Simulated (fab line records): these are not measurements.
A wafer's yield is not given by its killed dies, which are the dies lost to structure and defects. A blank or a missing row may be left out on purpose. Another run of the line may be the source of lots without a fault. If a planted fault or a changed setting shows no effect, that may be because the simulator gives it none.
One fault through the eyes of 3 desks | flow nand_harc | each desk has only its own numbers; what lay behind them comes last

== THE DEFECT DESK ==
What the inspections along the route counted, lot by lot: means of the sampled wafers that have a number. The brackets show how far a lot's mean lies from the usual mean; more than 4 standard deviations puts the lot out of limits, marked OUT.
Columns: A = raw_defect_count at NHARC_P_BONDPAD_INSPECT_23, usual 342
lot  | first seen here | A
L423 | day 6 22:41     | 540
L426 | day 7 05:29     | 186
L425 | day 7 06:22     | 324
L427 | day 8 02:09     | 192
L428 | day 8 02:47     | 268
L429 | day 8 07:25     | 193
L433 | day 9 14:58     | 563
L437 | day 10 17:50    | 241
L440 | day 11 00:01    | 478
L439 | day 11 03:26    | 459
L442 | day 11 14:13    | 295
L443 | day 11 17:26    | 247
L445 | day 12 01:07    | 236
This desk's verdict: no lot among the 13 shows anything out of limits.

== DESK OF THE TOOL OWNER: pecvd_onon-03 ==
The tool's own readings at NHARC_A_ONON_D1_DEP_19 (target thk 1000 nm): means of the sampled wafers that have a number, for each lot that ran on this tool. The brackets show how far a lot's mean lies from the usual mean; more than 4 standard deviations puts the lot out of limits, marked OUT.
Columns: A = n2o_flow_sccm at NHARC_A_ONON_D1_DEP_19, usual 2000 sccm
lot  | first seen here | A
L423 | day 8 09:43     | 1993
L425 | day 8 14:41     | 2001
L428 | day 9 14:47     | 1998
L427 | day 9 15:01     | 2002
L433 | day 11 03:57    | 1998
This desk's verdict: no lot among the 5 shows anything out of limits.

== THE METROLOGY DESK ==
What the gauges read, lot by lot, whatever tool the lot ran on: means of the sampled wafers that have a number. The brackets show how far a lot's mean lies from the usual mean; more than 4 standard deviations puts the lot out of limits, marked OUT.
Columns: A = thk_nm at NHARC_A_ONON_D1_THK_MEAS_21, usual 1004 nm
lot  | first seen here | A
L423 | day 8 10:07     | 1005
L426 | day 8 15:11     | 1014
L425 | day 8 15:11     | 1005
L428 | day 9 15:11     | 1681 (+94) OUT
L429 | day 9 15:19     | 1001
L427 | day 9 15:32     | 1682 (+94) OUT
L433 | day 11 04:22    | 1660 (+91) OUT
L437 | day 12 03:35    | 1002
L439 | day 12 11:50    | 1000
L440 | day 12 11:52    | 1004
L442 | day 13 01:19    | 1012
L443 | day 13 01:19    | 998
L445 | day 13 10:55    | 997
This desk finds L427, L428, L433 out of limits, L428 being first, at day 9 15:11 (thk_nm at NHARC_A_ONON_D1_THK_MEAS_21). Within limits: L423, L426, L425, L429, L437, L439, L440, L442, L443, L445.

== PUT TOGETHER ==
On L427, L428, L433, the metrology desk was in a position to raise an alarm at day 9 15:11.
No out-of-limits result turned up at the defect desk.
The tool owner's desk saw nothing out of limits.
The defect desk has L427, L428, L433 on record, within its limits.
Tool owner's desk: L427, L428, L433 on record, inside its limits.
NHARC_A_ONON_D1_DEP_19 was run on pecvd_onon-03 by each of the lots named.

== WHAT THE SIMULATOR PUT IN ==
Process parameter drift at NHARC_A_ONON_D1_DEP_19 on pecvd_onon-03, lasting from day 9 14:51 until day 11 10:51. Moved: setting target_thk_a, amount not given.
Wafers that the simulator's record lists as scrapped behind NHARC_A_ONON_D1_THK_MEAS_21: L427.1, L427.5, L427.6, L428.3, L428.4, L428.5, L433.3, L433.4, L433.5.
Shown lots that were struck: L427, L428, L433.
Delay in hours, fault start to first out-of-limits reading, per desk: metrology desk 0.
